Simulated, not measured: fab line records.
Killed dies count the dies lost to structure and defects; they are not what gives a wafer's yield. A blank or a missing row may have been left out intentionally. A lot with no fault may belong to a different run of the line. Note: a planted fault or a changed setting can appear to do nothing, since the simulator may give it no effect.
fab line records	flow n5Finfet
record lots=10	wafers=30	lastDay=19
route steps=1938 shown FIN_SAQP@130 PASSIVATION@1936
lots that met no fault: taken from a fault-free run of the same line
startH: hours from the record's first day to the start of the lot's first wafer shown	waitH: time in hours since the lot's previous step	" repeats the value in the row above	L1.1+2: a single row standing in for several wafers	- value missing, or start not given	* or withheld: withheld	< > ~ a bound
route shown NAME@n: NAME is a module with steps in the file, n the number in the route of the first one	usual: mean/standard deviation taken from wafers without a fault	same: alike in all rows	chamber/n: place in a boat	sites: per-site readings	_std_site: standard deviation of those values	_edge_site: mean of outer sites minus mean of inner sites	radiusMm: for every site, how far away it sits from the centre of the wafer	mask NAME#n: copy n	behind: the tool/chamber that last shaped the wafer	hold: why the lot was held/for how many hours/how that ended	device: the transistor (n, p or np) that didn't switch	end of line: the tests these same wafers got at the end of their route	step lacking rows: just its recipe	killed: count of dies lost to structure and defects at first sort (not the wafer's yield)	map: dies across one wafer; x = killed, . = not, _ = none there
set.NAME: setting as actually run; set.NAME@STEP: the setting as run at that earlier step	model.NAME: the simulator's own value behind a step, which no gauge read
the route's steps for a sample of lots (tables are steps, rows are wafers)
services: from which hour (startH, from the record's first day; less than 0 if before it) a tool's chamber was out of use, for how many hours, and why
## steps
# step N5_FIN_SAQP_ETCH_65
# recipe chemistry=CF4	target=SiO2	targetDepthA=40	ionEnergyEv=350	timeS=4.4	pressureMtorr=10	icpW=800	biasW=400	cf4FlowSccm=80
# usual chamberPressureMTorr=10.002/0.008	drypumpMotorCurrentA=5.8/0.46	oesProductAu=0.997/0.018	rfFwdPowerW=791/3.4	throttleValvePct=21.77/0.22
lot.wafer	tool	chamber	startH	waitH	chamberPressureMTorr	drypumpMotorCurrentA	oesProductAu	rfFwdPowerW	rfHoursCounterH	throttleValvePct
L991.1	rieSi-01	1	25.29	0.1	9.998	6.3	0.981	787	97	21.68
L991.3	"	3	"	"	9.991	5.8	0.973	796	75	21.49
L991.5	"	2	"	"	10.002	5.9	1.017	790	-	21.85
L997.1	rieSi-01	2	60.71	0.1	10.003	5.9	1.011	792	187	21.86
L997.3	"	1	"	"	10.015	6.3	0.989	787	97	21.66
L997.4	"	0	"	"	9.993	5.9	0.983	789	169	21.64
L998.2	rieSi-02	0	65.69	0.1	10.002	5.4	1.024	790	71	22.03
L998.4	"	1	"	"	9.995	6.4	1.012	785	2	21.82
L998.6	"	3	"	"	10.003	5.5	0.991	792	-	21.77
L102.2	rieSi-04	0	92.28	0.1	9.991	6.4	0.985	790	9	21.55
L102.4	"	2	"	"	9.985	6.0	1.010	791	7	21.26
L102.6	"	2	"	"	10.006	6.0	1.018	791	-	21.29
L103.2	rieSi-01	0	98.02	0.1	10.014	6.0	0.986	789	170	21.63
L103.4	"	1	"	"	9.995	6.3	0.987	787	98	21.68
L103.5	"	0	"	"	9.995	6.0	0.993	789	-	21.64
L105.1	rieSi-01	3	107.59	0.1	10.020	5.8	0.968	799	77	21.52
L105.2	"	1	"	"	10.008	6.3	0.985	787	98	21.68
L105.5	"	2	"	"	9.998	5.8	1.019	788	-	21.86
L107.1	rieSi-02	3	119.87	0.1	9.999	5.6	0.984	787	176	21.77
L107.4	"	1	"	"	10.006	6.4	1.012	787	3	21.79
L107.6	"	3	"	"	10.005	5.6	0.987	785	-	21.77
L108.1	rieSi-02	3	126.10	0.1	10.004	5.5	0.993	789	176	21.76
L108.2	"	1	"	"	9.995	6.4	1.022	784	3	21.83
L108.4	"	2	"	"	10.000	5.9	0.989	791	103	22.09
L110.2	rieSi-04	2	139.58	0.1	10.003	6.0	1.021	790	8	21.29
L110.4	"	1	"	"	10.002	4.9	0.999	794	62	21.85
L110.6	"	2	"	"	9.999	6.0	1.023	795	-	21.29
L112.1	rieSi-01	3	150.04	0.1	10.006	5.8	0.963	794	78	21.52
L112.3	"	1	"	"	10.007	6.3	0.988	787	99	21.67
L112.4	"	0	"	"	10.007	6.0	0.997	786	171	21.64
# step N5_FIN_SAQP_SPACER2_ETCHBACK_29
# recipe chemistry=CHF3/O2	mode=anisotropicEtchback	target=SiO2	targetDepthA=122	timeS=6.1	pressureMtorr=30	sourceW=650	biasW=170	Ar_flow_sccm=200	CHF3_flow_sccm=50	O2_flow_sccm=5	ionEnergyEv=200
# usual chamberPressureMTorr=30.000/0.029	drypumpMotorCurrentA=5.7/0.39	oes_o_777_au=0.80/0.12	oesProductAu=0.80/0.11	rfVppV=531/9.5	showerheadPlenumPTorr=2.40/0.1	throttleValvePct=18.94/0.23
lot.wafer	tool	chamber	startH	waitH	chamberPressureMTorr	drypumpMotorCurrentA	oes_o_777_au	oesProductAu	rfHoursCounterH	rfVppV	showerheadPlenumPTorr	throttleValvePct
L991.1	rieDiel-05	1	26.49	0.2	30.012	5.6	0.69	0.69	217	516	2.40	19.19
L991.3	"	2	"	"	29.976	5.6	0.98	0.98	1	535	2.55	18.60
L991.5	"	1	"	"	29.983	5.5	0.68	0.68	-	517	2.40	19.19
L997.1	rieDiel-05	2	62.05	0.2	29.991	5.6	0.94	0.94	12	536	2.54	18.61
L997.3	"	3	"	"	30.036	5.5	0.72	0.73	198	534	2.49	19.13
L997.4	"	1	"	"	30.036	5.6	0.68	0.69	229	517	2.39	19.21
L998.2	rieDiel-01	1	67.11	0.2	30.021	5.8	1.00	0.98	13	519	2.37	18.64
L998.4	"	2	"	"	29.995	5.1	0.68	0.69	235	543	2.36	18.89
L998.6	"	1	"	"	29.982	5.8	1.00	0.98	-	520	2.37	18.67
L102.2	rieDiel-03	3	94.70	0.2	30.027	6.4	0.75	0.74	155	541	2.40	18.66
L102.4	"	0	"	"	29.957	5.7	0.70	0.70	236	529	2.28	18.79
L102.6	"	0	"	"	29.994	5.6	0.69	0.70	-	527	2.28	18.78
L103.2	rieDiel-03	2	100.34	0.2	30.004	5.7	0.71	0.70	202	531	2.30	19.13
L103.4	"	0	"	"	29.964	5.6	0.70	0.70	238	528	2.28	18.79
L103.5	"	1	"	"	30.013	5.4	0.92	0.93	-	542	2.56	18.88
L105.1	rieDiel-01	1	108.78	0.2	29.977	5.8	0.95	0.94	29	520	2.37	18.70
L105.2	"	2	"	"	30.034	5.1	0.67	0.69	250	543	2.36	18.91
L105.5	"	2	"	"	29.996	5.1	0.67	0.69	-	543	2.36	18.93
L107.1	rieDiel-03	2	121.12	0.2	29.981	5.7	0.70	0.69	209	531	2.30	19.13
L107.4	"	1	"	"	29.982	5.4	0.91	0.91	27	542	2.56	18.86
L107.6	"	2	"	"	29.977	5.7	0.70	0.69	-	530	2.30	19.14
L108.1	rieDiel-01	3	127.31	0.2	30.031	6.5	0.94	0.94	12	540	2.59	19.18
L108.2	"	1	"	"	29.978	5.8	0.94	0.92	38	520	2.36	18.70
L108.4	"	3	"	"	30.016	6.5	0.95	0.94	-	540	2.59	19.16
L110.2	rieDiel-05	2	140.80	0.2	30.037	5.7	0.89	0.86	38	536	2.53	18.64
L110.4	"	3	"	"	30.006	5.5	0.70	0.70	-	534	2.48	19.18
L110.6	"	2	"	"	29.993	5.6	0.89	0.87	-	535	2.53	18.68
L112.1	rieDiel-03	3	151.24	0.2	30.003	6.4	0.74	0.73	175	543	2.39	18.69
L112.3	"	1	"	"	29.994	5.5	0.88	0.91	38	540	2.55	18.90
L112.4	"	3	"	"	30.014	6.4	0.74	0.73	-	541	2.39	18.67
# step N5_FIN_SAQP_MANDREL2_REMOVE_60
# recipe chemistry=HBr/Cl2/O2	btTimeS=10	target=a-Si	stopOn=SiNx	endpoint=OES-SiCl	overEtchFrac=1	icpW=600	biasW=22	HBr_flow_sccm=150	Cl2_flow_sccm=80	O2_flow_sccm=5	pressureMtorr=10
# usual HBr_flow_sccm=150.0/0.45	chamberPressureMTorr=10.000/0.0092	drypumpMotorCurrentA=5.7/0.51	oes_o_777_au=0.993/0.027	oesProductAu=0.998/0.018	throttleValvePct=36.7/0.35
lot.wafer	tool	chamber	startH	waitH	HBr_flow_sccm	chamberPressureMTorr	drypumpMotorCurrentA	oes_o_777_au	oesProductAu	rfHoursCounterH	throttleValvePct
L991.1	rieSi-04	2	26.58	0.1	149.6	10.009	6.0	1.032	1.013	5	36.1
L991.3	"	1	"	"	151.1	10.014	4.9	0.957	0.995	60	36.7
L991.5	"	0	"	"	149.3	10.006	6.4	1.019	0.988	-	36.3
L997.1	rieSi-01	1	62.14	0.1	150.9	9.988	6.3	0.982	0.992	97	36.2
L997.3	"	3	"	"	150.4	10.000	5.8	0.978	0.979	76	36.3
L997.4	"	0	"	"	150.2	10.007	6.0	0.959	1.001	169	36.8
L998.2	rieSi-02	0	67.20	0.1	149.9	10.001	5.4	1.009	1.019	71	37.1
L998.4	"	2	"	"	149.9	10.005	5.8	1.004	0.966	102	37.1
L998.6	"	2	"	"	149.2	10.001	5.8	1.008	0.962	-	37.1
L102.2	rieSi-04	0	94.79	0.1	149.3	10.022	6.4	1.018	0.987	9	36.3
L102.4	"	1	"	"	150.1	9.995	4.9	0.959	1.008	61	36.6
L102.6	"	1	"	"	150.1	9.999	4.9	0.955	1.005	-	36.7
L103.2	rieSi-02	1	100.42	0.1	149.9	9.986	6.4	0.985	1.026	2	37.1
L103.4	"	3	"	"	149.9	9.981	5.5	0.986	0.995	175	37.0
L103.5	"	1	"	"	150.5	10.002	6.4	0.973	1.032	-	37.1
L105.1	rieSi-02	0	108.86	0.1	150.2	10.011	5.4	1.017	1.015	71	37.1
L105.2	"	1	"	"	149.8	10.005	6.5	0.973	1.022	2	37.1
L105.5	"	3	"	"	149.5	9.986	5.5	0.973	0.993	-	36.9
L107.1	rieSi-04	1	121.20	0.1	149.8	10.000	5.0	0.959	1.000	62	36.7
L107.4	"	2	"	"	150.6	9.981	6.0	1.032	1.018	7	36.1
L107.6	"	3	"	"	149.9	10.016	4.9	0.999	0.996	-	36.8
L108.1	rieSi-04	2	127.40	0.1	150.1	10.010	6.0	1.031	1.016	7	36.1
L108.2	"	1	"	"	149.5	9.995	5.0	0.951	1.003	62	36.7
L108.4	"	0	"	"	150.6	10.008	6.4	1.016	0.982	10	36.3
L110.2	rieSi-02	1	140.89	0.1	150.7	10.009	6.4	0.970	1.017	3	37.1
L110.4	"	2	"	"	149.5	10.022	5.9	1.013	0.966	103	37.1
L110.6	"	3	"	"	150.1	10.001	5.6	0.988	0.989	-	37.0
L112.1	rieSi-04	2	151.33	0.1	150.0	9.998	6.0	1.039	1.021	8	36.1
L112.3	"	3	"	"	150.0	9.991	4.9	1.005	0.996	150	36.8
L112.4	"	3	"	"	150.1	9.997	4.9	1.007	1.000	-	36.8
# step N5_FIN_SAQP_ETCH_34
# recipe chemistry=C4F6/O2	target=SiO2	targetDepthA=450	timeS=15	ionEnergyEv=250	pressureMtorr=30	sourceW=345	biasW=185	Ar_flow_sccm=300	C4F6_flow_sccm=10	O2_flow_sccm=10	ends=cleared
# usual chamberPressureMTorr=30.003/0.027	drypumpMotorCurrentA=5.7/0.37	etchRfOnTimeS=14.94/0.3	oes_o_777_au=0.80/0.11	oesProductAu=0.68/0.091	rfFwdPowerW=336.4/1.1	rfVppV=675/12	showerheadPlenumPTorr=2.83/0.13	throttleValvePct=21.10/0.24
lot.wafer	tool	chamber	startH	waitH	chamberPressureMTorr	drypumpMotorCurrentA	etchRfOnTimeS	oes_o_777_au	oesProductAu	rfFwdPowerW	rfHoursCounterH	rfVppV	showerheadPlenumPTorr	throttleValvePct
L991.1	rieDiel-05	3	26.80	0.0	29.986	5.5	14.65	0.75	0.62	335.2	187	677	2.95	21.25
L991.3	"	0	"	"	29.981	5.5	14.86	0.85	0.73	335.6	65	653	2.65	21.28
L991.5	"	0	"	"	30.041	5.6	14.96	0.84	0.72	335.4	-	654	2.65	21.24
L997.1	rieDiel-03	1	62.36	0.0	30.021	5.4	14.65	0.98	0.82	337.1	7	686	3.03	21.05
L997.3	"	3	"	"	30.008	6.5	14.57	0.75	0.65	336.5	145	691	2.84	20.79
L997.4	"	2	"	"	29.955	5.7	15.17	0.71	0.61	337.6	189	676	2.72	21.23
L998.2	rieDiel-05	0	67.43	0.0	29.988	5.5	14.96	0.84	0.71	336.9	78	654	2.65	21.28
L998.4	"	2	"	"	29.962	5.6	14.92	0.92	0.80	335.7	14	680	3.00	20.80
L998.6	"	2	"	"	30.036	5.7	14.92	0.93	0.79	336.2	-	682	3.00	20.81
L102.2	rieDiel-03	3	95.01	0.0	30.020	6.4	14.82	0.74	0.63	336.8	155	690	2.83	20.79
L102.4	"	1	"	"	30.043	5.4	14.80	0.95	0.79	335.8	18	687	3.02	21.06
L102.6	"	2	"	"	29.946	5.7	15.26	0.71	0.60	335.8	-	674	2.71	21.26
L103.2	rieDiel-03	3	100.65	0.0	29.972	6.4	14.84	0.74	0.63	335.9	157	688	2.83	20.79
L103.4	"	2	"	"	29.962	5.7	15.30	0.71	0.60	335.1	202	674	2.71	21.25
L103.5	"	2	"	"	29.992	5.7	15.26	0.71	0.60	336.5	-	674	2.71	21.27
L105.1	rieDiel-05	2	109.17	0.0	29.948	5.7	14.64	0.90	0.77	338.9	28	681	3.00	20.82
L105.2	"	3	"	"	30.038	5.5	14.34	0.73	0.61	335.3	214	678	2.94	21.29
L105.5	"	1	"	"	30.049	5.6	17.02	0.50	0.54	253.6	-	754	2.82	21.39
L107.1	rieDiel-05	0	121.44	0.0	30.017	5.6	14.97	0.80	0.69	337.2	96	654	2.64	21.31
L107.4	"	1	"	"	29.961	5.5	17.33	0.49	0.54	255.5	248	753	2.82	21.37
L107.6	"	2	"	"	30.033	5.6	15.06	0.89	0.75	336.0	-	681	2.99	20.84
L108.1	rieDiel-05	0	127.64	0.0	30.007	5.6	14.84	0.81	0.70	334.9	97	653	2.64	21.30
L108.2	"	1	"	"	30.009	5.6	17.20	0.50	0.54	253.6	249	754	2.82	21.40
L108.4	"	3	"	"	29.987	5.5	14.58	0.72	0.61	336.1	220	676	2.93	21.29
L110.2	rieDiel-01	1	141.17	0.0	29.961	5.8	14.73	0.95	0.77	336.3	44	658	2.79	20.89
L110.4	"	3	"	"	30.011	6.6	14.60	0.95	0.78	337.7	18	684	3.05	21.40
L110.6	"	3	"	"	30.015	6.5	14.74	0.95	0.79	335.7	-	684	3.05	21.41
L112.1	rieDiel-03	3	151.56	0.0	29.987	6.4	14.56	0.72	0.63	335.8	175	688	2.82	20.83
L112.3	"	2	"	"	29.993	5.7	15.30	0.69	0.59	338.6	221	675	2.71	21.29
L112.4	"	3	"	"	29.995	6.4	14.61	0.73	0.62	336.5	-	687	2.82	20.84
# step N5_PASSIVATION_PROBE_49
# usual killed_at_M0_to_M3=33/11	killed_at_M4_up=14/5	killedAtContacts=11/7.3	killedAtFrontEnd=43/12	killedAtOther=4/3.1	killedDies=106/17	killedOnRim=14/3.8	killedOpen=69/13	killedShort=34/8.7
# same grossDies=1180	killedAtBackSide=0
lot.wafer	tool	chamber	startH	waitH	killed_at_M0_to_M3	killed_at_M4_up	killedAtContacts	killedAtFrontEnd	killedAtOther	killedDies	killedOnRim	killedOpen	killedShort
L991.1	prober-01	-	326.47	0.0	27	14	8	63	1	113	20	82	26
L991.3	prober-01	-	326.57	0.1	27	11	6	55	0	99	15	72	26
L991.5	prober-01	-	326.67	0.2	31	17	11	61	3	123	14	78	44
L998.2	prober-02	-	346.11	0.1	32	14	12	33	1	92	16	49	39
L998.4	prober-02	-	346.21	0.2	28	11	14	59	3	115	15	60	53
L998.6	prober-02	-	346.31	0.3	24	3	16	43	1	87	12	44	43
L997.1	prober-01	-	349.13	0.0	37	25	12	32	6	112	10	81	31
L997.3	prober-01	-	349.23	0.1	33	14	1	29	7	84	11	50	30
L997.4	prober-01	-	349.28	0.2	49	13	9	42	3	116	16	64	50
L102.2	prober-02	-	357.36	0.1	26	10	14	38	1	89	15	56	31
L102.4	prober-02	-	357.46	0.2	34	20	4	67	4	129	18	72	50
L102.6	prober-02	-	357.56	0.3	41	18	7	64	3	133	16	83	47
L103.2	prober-01	-	394.34	0.1	27	11	9	63	5	115	16	67	48
L103.4	prober-01	-	394.44	0.2	41	10	5	52	2	110	14	74	36
L103.5	prober-01	-	394.49	0.2	26	20	6	67	6	125	11	79	40
L107.1	prober-01	-	403.89	0.0	35	14	1	59	6	115	11	75	32
L107.4	prober-01	-	404.04	0.2	30	11	3	38	9	91	13	62	26
L107.6	prober-01	-	404.14	0.3	39	17	2	47	4	109	14	77	31
L105.1	prober-02	-	407.13	0.0	35	10	26	37	2	110	13	80	28
L105.2	prober-02	-	407.18	0.1	27	16	31	60	4	138	14	102	30
L105.5	prober-02	-	407.33	0.2	25	19	51	36	5	136	20	104	26
L108.1	prober-02	-	425.35	0.0	27	18	19	61	1	126	13	87	38
L108.2	prober-02	-	425.40	0.1	52	16	9	43	4	124	25	77	46
L108.4	prober-02	-	425.50	0.2	21	19	15	36	7	98	13	67	29
L112.1	prober-02	-	430.29	0.0	27	17	8	33	3	88	12	61	24
L112.3	prober-02	-	430.39	0.1	48	21	1	40	1	111	21	60	43
L112.4	prober-02	-	430.44	0.2	18	17	13	42	9	99	17	60	38
L110.2	prober-01	-	444.63	0.1	35	11	4	31	3	84	17	51	32
L110.4	prober-01	-	444.73	0.2	43	14	4	26	3	90	9	56	33
L110.6	prober-01	-	444.83	0.3	43	17	15	36	9	120	13	82	38
# killed by level:class
L991.1 STI_FIN_REVEAL:geometricParticle:open=30 BEOL_M3:geometricParticle:open=10 FIN_SAQP:geometricParticle:open=9 FIN_SAQP:geometricParticle:short=7 MOL_CONTACT_COAG:geometricParticle:open=5 BEOL_M2:geometricParticle:open=4 BEOL_M5:geometricParticle:open=4 BEOL_M4:geometricParticle:open=4
L991.3 STI_FIN_REVEAL:geometricParticle:open=23 FIN_SAQP:geometricParticle:open=11 BEOL_M0_SAQP:geometricParticle:open=6 MOL_CONTACT_COAG:geometricParticle:open=5 BEOL_M0_SAQP:geometricParticle:short=5 BEOL_M1:geometricParticle:short=5 BEOL_M1:geometricParticle:open=4 BEOL_M4:geometricParticle:open=4
L991.5 STI_FIN_REVEAL:geometricParticle:open=18 BEOL_M1:geometricParticle:open=11 STI_FIN_REVEAL:geometricParticle:short=10 MOL_CONTACT_COAG:geometricParticle:open=9 FIN_SAQP:geometricParticle:short=8 FIN_SAQP:geometricParticle:open=8 BEOL_M4:geometricParticle:open=8 GATE_CUT:geometricParticle:short=7
L998.2 FIN_SAQP:geometricParticle:short=10 BEOL_M0_SAQP:geometricParticle:open=10 MOL_CONTACT_COAG:geometricParticle:open=9 BEOL_M0_SAQP:geometricParticle:short=9 FIN_SAQP:geometricParticle:open=5 GATE_CUT:geometricParticle:short=5 BEOL_M3:geometricParticle:open=5 BEOL_M2:geometricParticle:open=4
L998.4 STI_FIN_REVEAL:geometricParticle:open=14 FIN_SAQP:geometricParticle:short=9 MOL_CONTACT_COAG:geometricParticle:short=8 BEOL_M1:geometricParticle:open=7 GATE_CUT:geometricParticle:short=7 STARTING-WAFER:geometricParticle:short=7 MOL_CONTACT_COAG:geometricParticle:open=6 BEOL_M0_SAQP:geometricParticle:short=6
L998.6 FIN_SAQP:geometricParticle:short=16 FIN_SAQP:geometricParticle:open=10 MOL_CONTACT_COAG:geometricParticle:open=10 MOL_CONTACT_COAG:geometricParticle:short=6 BEOL_M0_SAQP:geometricParticle:open=5 BEOL_M0_SAQP:geometricParticle:short=5 BEOL_M2:geometricParticle:open=5 BEOL_M3:geometricParticle:short=4
L997.1 BEOL_M4:geometricParticle:open=12 MOL_CONTACT_COAG:geometricParticle:open=11 BEOL_M3:geometricParticle:open=11 BEOL_M2:geometricParticle:open=9 STI_FIN_REVEAL:geometricParticle:open=8 BEOL_M0_SAQP:geometricParticle:short=7 FIN_SAQP:geometricParticle:open=6 FIN_SAQP:geometricParticle:short=6
L997.3 BEOL_M3:geometricParticle:open=8 BEOL_M1:geometricParticle:open=7 FIN_SAQP:geometricParticle:short=6 STI_FIN_REVEAL:geometricParticle:open=6 BEOL_M2:geometricParticle:open=5 FIN_SAQP:geometricParticle:open=4 BEOL_M0_SAQP:geometricParticle:short=4 BEOL_M3:geometricParticle:short=4
L997.4 BEOL_M0_SAQP:geometricParticle:open=12 BEOL_M1:geometricParticle:open=10 FIN_SAQP:geometricParticle:short=9 BEOL_M0_SAQP:geometricParticle:short=8 GATE_CUT:geometricParticle:open=7 GATE_CUT:geometricParticle:short=6 MOL_CONTACT_COAG:geometricParticle:open=6 BEOL_M2:geometricParticle:open=6
L102.2 MOL_CONTACT_COAG:geometricParticle:open=11 FIN_SAQP:geometricParticle:short=7 GATE_CUT:geometricParticle:short=7 BEOL_M0_SAQP:geometricParticle:short=6 BEOL_M0_SAQP:geometricParticle:open=6 BEOL_M2:geometricParticle:open=5 BEOL_M3:geometricParticle:open=5 STARTING-WAFER:geometricParticle:open=5
L102.4 GATE_CUT:geometricParticle:short=14 FIN_SAQP:geometricParticle:short=12 BEOL_M4:geometricParticle:open=12 FIN_SAQP:geometricParticle:open=11 BEOL_M0_SAQP:geometricParticle:open=9 HKMG_FIN:areaEtch=7 STI_FIN_REVEAL:geometricParticle:open=6 BEOL_M1:geometricParticle:open=6
L102.6 FIN_SAQP:geometricParticle:short=20 BEOL_M0_SAQP:geometricParticle:open=12 FIN_SAQP:geometricParticle:open=10 BEOL_M2:geometricParticle:open=10 BEOL_M4:geometricParticle:open=9 DUMMY_GATE:geometricParticle:open=6 GATE_CUT:geometricParticle:short=5 MOL_CONTACT_COAG:geometricParticle:open=5
L103.2 FIN_SAQP:geometricParticle:short=16 STI_FIN_REVEAL:geometricParticle:open=12 GATE_CUT:geometricParticle:short=10 MOL_CONTACT_COAG:geometricParticle:open=9 BEOL_M0_SAQP:geometricParticle:open=9 DUMMY_GATE:geometricParticle:open=7 BEOL_M2:geometricParticle:open=6 BEOL_M0_SAQP:geometricParticle:short=5
L103.4 FIN_SAQP:geometricParticle:open=19 BEOL_M0_SAQP:geometricParticle:open=15 BEOL_M0_SAQP:geometricParticle:short=12 FIN_SAQP:geometricParticle:short=9 BEOL_M3:geometricParticle:open=7 BEOL_M4:geometricParticle:open=6 MOL_CONTACT_COAG:geometricParticle:open=5 STI_FIN_REVEAL:geometricParticle:open=4
L103.5 STI_FIN_REVEAL:geometricParticle:open=20 BEOL_M0_SAQP:geometricParticle:open=9 FIN_SAQP:geometricParticle:open=8 BEOL_M0_SAQP:geometricParticle:short=8 BEOL_M4:geometricParticle:open=8 FIN_SAQP:geometricParticle:short=7 DUMMY_GATE:geometricParticle:open=7 GATE_CUT:geometricParticle:short=7
L107.1 STI_FIN_REVEAL:geometricParticle:open=24 BEOL_M1:geometricParticle:open=15 STI_FIN_REVEAL:geometricParticle:short=7 BEOL_M3:geometricParticle:open=6 STARTING-WAFER:geometricParticle:short=6 HKMG_FIN:areaEtch=6 BEOL_M0_SAQP:geometricParticle:short=5 BEOL_M0_SAQP:geometricParticle:open=5
L107.4 STI_FIN_REVEAL:geometricParticle:open=20 BEOL_M1:geometricParticle:open=7 BEOL_M3:geometricParticle:open=6 DUMMY_GATE:geometricParticle:open=5 BEOL_M2:geometricParticle:open=5 GATE_CUT:geometricParticle:short=4 BEOL_M0_SAQP:geometricParticle:open=4 MIM_TOP_ETCH:geometricParticle:short=4
L107.6 STI_FIN_REVEAL:geometricParticle:open=13 BEOL_M3:geometricParticle:open=10 GATE_CUT:geometricParticle:short=9 BEOL_M4:geometricParticle:open=8 ILD0:geometricParticle:open=7 BEOL_M0_SAQP:geometricParticle:open=7 BEOL_M2:geometricParticle:open=7 BEOL_M1:geometricParticle:open=6
L105.1 MOL_CONTACT_COAG:geometricParticle:open=20 STI_FIN_REVEAL:geometricParticle:open=16 BEOL_M1:geometricParticle:open=10 BEOL_M0_SAQP:geometricParticle:open=9 FIN_SAQP:geometricParticle:open=6 MOL_CONTACT_COAG:geometricParticle:short=6 STI_FIN_REVEAL:geometricParticle:short=5 BEOL_M2:geometricParticle:short=5
L105.2 MOL_CONTACT_COAG:geometricParticle:open=26 STI_FIN_REVEAL:geometricParticle:open=24 BEOL_M0_SAQP:geometricParticle:open=7 FIN_SAQP:geometricParticle:open=6 BEOL_M0_SAQP:geometricParticle:short=6 HKMG_FIN:areaEtch=6 FIN_SAQP:geometricParticle:short=5 STI_FIN_REVEAL:geometricParticle:short=5
L105.5 MOL_CONTACT_COAG:geometricParticle:open=44 BEOL_M4:geometricParticle:open=12 FIN_SAQP:geometricParticle:open=9 STI_FIN_REVEAL:geometricParticle:open=8 MOL_CONTACT_COAG:geometricParticle:short=7 BEOL_M0_SAQP:geometricParticle:short=5 BEOL_M1:geometricParticle:open=5 HKMG_FIN:areaEtch=5
L108.1 MOL_CONTACT_COAG:geometricParticle:open=19 FIN_SAQP:geometricParticle:open=17 FIN_SAQP:geometricParticle:short=14 BEOL_M5:geometricParticle:open=7 DUMMY_GATE:geometricParticle:open=6 BEOL_M3:geometricParticle:short=5 STI_FIN_REVEAL:geometricParticle:open=5 GATE_CUT:geometricParticle:open=5
L108.2 BEOL_M1:geometricParticle:open=15 STI_FIN_REVEAL:geometricParticle:open=13 BEOL_M0_SAQP:geometricParticle:short=12 BEOL_M3:geometricParticle:open=12 GATE_CUT:geometricParticle:short=10 MOL_CONTACT_COAG:geometricParticle:open=8 BEOL_M5:geometricParticle:open=8 FIN_SAQP:geometricParticle:short=6
L108.4 MOL_CONTACT_COAG:geometricParticle:open=12 STI_FIN_REVEAL:geometricParticle:open=10 BEOL_M3:geometricParticle:open=6 BEOL_M4:geometricParticle:open=6 BEOL_M0_SAQP:geometricParticle:short=5 MIM_TOP:geometricParticle:open=5 FIN_SAQP:geometricParticle:short=4 FIN_SAQP:geometricParticle:open=4
L112.1 BEOL_M4:geometricParticle:open=9 BEOL_M2:geometricParticle:open=8 STI_FIN_REVEAL:geometricParticle:open=6 DUMMY_GATE:geometricParticle:open=6 BEOL_M3:geometricParticle:open=6 MOL_CONTACT_COAG:geometricParticle:open=6 FIN_SAQP:geometricParticle:short=4 FIN_SAQP:geometricParticle:open=3
L112.3 BEOL_M0_SAQP:geometricParticle:short=17 BEOL_M2:geometricParticle:open=14 DUMMY_GATE:geometricParticle:open=10 FIN_SAQP:geometricParticle:short=8 BEOL_M4:geometricParticle:open=8 BEOL_M0_SAQP:geometricParticle:open=7 FIN_SAQP:geometricParticle:open=5 HKMG_FIN:areaEtch=5
L112.4 FIN_SAQP:geometricParticle:short=13 MOL_CONTACT_COAG:geometricParticle:open=11 BEOL_M4:geometricParticle:open=9 STI_FIN_REVEAL:geometricParticle:open=8 GATE_CUT:geometricParticle:short=6 STARTING-WAFER:geometricParticle:open=4 BEOL_M3:geometricParticle:open=4 BEOL_M4:geometricParticle:short=4
L110.2 BEOL_M1:geometricParticle:open=12 BEOL_M0_SAQP:geometricParticle:short=11 STI_FIN_REVEAL:geometricParticle:open=7 BEOL_M0_SAQP:geometricParticle:open=5 STARTING-WAFER:geometricParticle:short=4 FIN_SAQP:geometricParticle:short=3 FIN_SAQP:geometricParticle:open=3 MOL_CONTACT_COAG:geometricParticle:short=3
L110.4 BEOL_M0_SAQP:geometricParticle:short=9 BEOL_M0_SAQP:geometricParticle:open=8 BEOL_M1:geometricParticle:open=7 BEOL_M4:geometricParticle:open=7 BEOL_M2:geometricParticle:open=6 STI_FIN_REVEAL:geometricParticle:open=4 BEOL_M3:geometricParticle:open=4 FIN_SAQP:geometricParticle:short=3
L110.6 MOL_CONTACT_COAG:geometricParticle:open=13 BEOL_M0_SAQP:geometricParticle:open=13 BEOL_M0_SAQP:geometricParticle:short=11 BEOL_M4:geometricParticle:open=9 STI_FIN_REVEAL:geometricParticle:open=8 FIN_SAQP:geometricParticle:open=7 GATE_CUT:geometricParticle:short=7 BEOL_M1:geometricParticle:open=7
## services
tool	chamber	startH	hours	kind
rieDiel-05	2	4.88	-	clean
rieDiel-05	2	4.88	-	consumableReplace:focusRing
rieDiel-05	2	4.88	-	consumableReplace:showerhead
rieDiel-05	2	4.88	17.5	scheduledDown
rieDiel-05	2	4.88	17.5	ventCycle
rieDiel-03	1	19.73	-	clean
rieDiel-03	1	19.73	-	consumableReplace:focusRing
rieDiel-03	1	19.73	-	consumableReplace:showerhead
rieDiel-03	1	19.73	14.1	scheduledDown
rieDiel-03	1	19.73	14.1	ventCycle
rieDiel-05	-	44.27	2.8	pm
rieDiel-03	2	54.26	1.3	repair
rieDiel-01	2	61.20	4.2	repair
rieSi-01	-	102.54	0.1	repair
rieSi-01	-	118.19	2.1	repair
rieDiel-05	1	129.37	-	clean
rieDiel-05	1	129.37	-	consumableReplace:focusRing
rieDiel-05	1	129.37	22.9	scheduledDown
rieDiel-05	1	129.37	22.9	ventCycle
rieDiel-03	0	138.30	-	clean
rieDiel-03	0	138.30	-	consumableReplace:focusRing
rieDiel-03	0	138.30	-	consumableReplace:showerhead
rieSi-01	2	139.50	6.2	repair
rieSi-04	0	151.27	7.4	repair
## key
firstSign step=N5_FIN_SAQP_ETCH_34	reading=rfFwdPowerW	direction=down	sigmas=76	usual=*	struck=*
effect step=N5_FIN_SAQP_ETCH_34	reading=etchRfOnTimeS	direction=up	sigmas=7.6	usual=*	struck=*
metAt N5_FIN_SAQP_ETCH_34
struckLots L105,L107,L108
struckWafers L105.5,L107.4,L108.2
testerLeftOut L105,L107,L108
notActingAt N5_FIN_SAQP_ETCH_65,N5_FIN_SAQP_SPACER2_ETCHBACK_29,N5_FIN_SAQP_MANDREL2_REMOVE_60
fault kind=processParameterDrift	tool=rieDiel-05	chamber=1	onsetH=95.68	steps=N5_FIN_SAQP_ETCH_34	channel=sourceW	offset=-82.8	shape=step	endH=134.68	actsIn=theseRecipesOnly	stated=345
# testerLeftOut: of these lots the tester's yield and bins aren't shown, on N5 and GAA mostly nor the transistor test; their killed dies are dies lost to structure and defects alone, not to doping, threshold or leakage, so they don't give the yield
